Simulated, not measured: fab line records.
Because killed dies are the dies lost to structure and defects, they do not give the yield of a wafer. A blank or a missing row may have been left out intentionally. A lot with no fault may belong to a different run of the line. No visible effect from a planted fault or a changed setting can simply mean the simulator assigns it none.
A lot that was struck, set against a sound lot + flow n5Finfet + 25 out of 1938 route steps
Sound: wafers L653.2, L653.3, L653.5. Struck: wafers L664.1, L664.4, L664.5. Last of all comes the cause.
Each step with rows lists, per side, the tool, then ch with its chambers, then its first start. Under that, the readings that differ: sound wafers + struck wafers + difference of the means + sigmas: that difference in standard deviations of wafers without a fault.
alike: a reading whose means differ by less than 2 such deviations, as well as words and numbers matching on both sides. not compared: withheld readings; readings where some wafer has no value; bounds like >300 that might hide an equal value; numbers whose values overlap and for which the record gives no deviation.
The two part at a step that has a row with sigmas, a row that says differs or no value, or rows on one side only. Non-overlapping numbers with no deviation appear without sigmas and do not part them. A reading that every wafer of one side lacks parts them only if that side has two wafers or more.

first, 8 steps without rows for these wafers: N5_BEOL_M15_SPUTTER_45 (material Cu, target thk 100 nm, time 16.67 s); N5_BEOL_M15_ECD_47 (material Cu, target thk 1860 nm); N5_BEOL_M15_ANNEAL_48 (time 90 s); N5_BEOL_M15_CMP_49 (polishes, stops on SiO2, t overpolish 4.9 s, target thk 850 nm); N5_BEOL_M15_PRE_CLEAN_52 (time 15 s); N5_BEOL_M15_DEP_53 (deposits SiCN from 3MS/NH3, target thk 50 nm, time 17.8 s); N5_PASSIVATION_PECVD_00 (deposits SiO2 from SiH4/N2O, target thk 200 nm, time 11.2 s); N5_MIM_BOT_DEGAS_01 (time 60 s).
N5_MIM_BOT_SPUTTER_00: material TiN, target thk 35 nm, time 89.7 s.
  sound: pvdSputter-01 at day 11 06:12; struck: pvdSputter-01 at day 14 14:36
  alike: throttleValvePct
then, 13 steps without rows for these wafers: N5_MIM_TOP_ALD_00 (deposits Al2O3, purge time 3 s, co reactant pulse time 3 s); N5_MIM_TOP_ALD_01 (deposits HfO2, target thk 5.6 nm, pulse time 1 s, purge time 3 s); N5_MIM_TOP_ALD_02 (deposits Al2O3, purge time 3 s, co reactant pulse time 3 s); N5_MIM_TOP_DEGAS_04 (time 60 s); N5_MIM_TOP_SPUTTER_03 (material TiN, target thk 35 nm, time 89.7 s); N5_MIM_TOP_LITHO_HMDS_01 (time 60 s); N5_MIM_TOP_LITHO_COAT_02; N5_MIM_TOP_LITHO_EBR_04; N5_MIM_TOP_LITHO_SOFTBAKE_03 (time 90 s); N5_MIM_TOP_LITHO_EXPOSE_05 (exposes mask MIM TOP, target cd 2000 nm); N5_MIM_TOP_LITHO_PEB_06; N5_MIM_TOP_LITHO_DEVELOP_07 (develop time 60 s); N5_MIM_TOP_LITHO_HARDBAKE_09 (time 120 s).
N5_MIM_TOP_LITHO_INSPECT_12: inspects for defects (macro).
  sound: defectInspect-02 at day 11 08:10; struck: defectInspect-01 at day 14 15:56
| reading        | sound | struck       | difference | sigmas |
|----------------|-------|--------------|------------|--------|
| rawDefectCount | 2 5 3 | 268 >300 289 | differs    |        |
then, 1 step without rows for these wafers: N5_MIM_TOP_LITHO_DESCUM_10 (chemistry O2, time 7.9 s).
N5_PASSIVATION_PROBE_49:
  rows exist in the record for the struck wafers here (prober-02, day 15 03:35), but not for the sound ones

## WHERE THEY PART
First at N5_MIM_TOP_LITHO_INSPECT_12; last, within this record, at N5_PASSIVATION_PROBE_49.

WHY: the cause the simulator had injected
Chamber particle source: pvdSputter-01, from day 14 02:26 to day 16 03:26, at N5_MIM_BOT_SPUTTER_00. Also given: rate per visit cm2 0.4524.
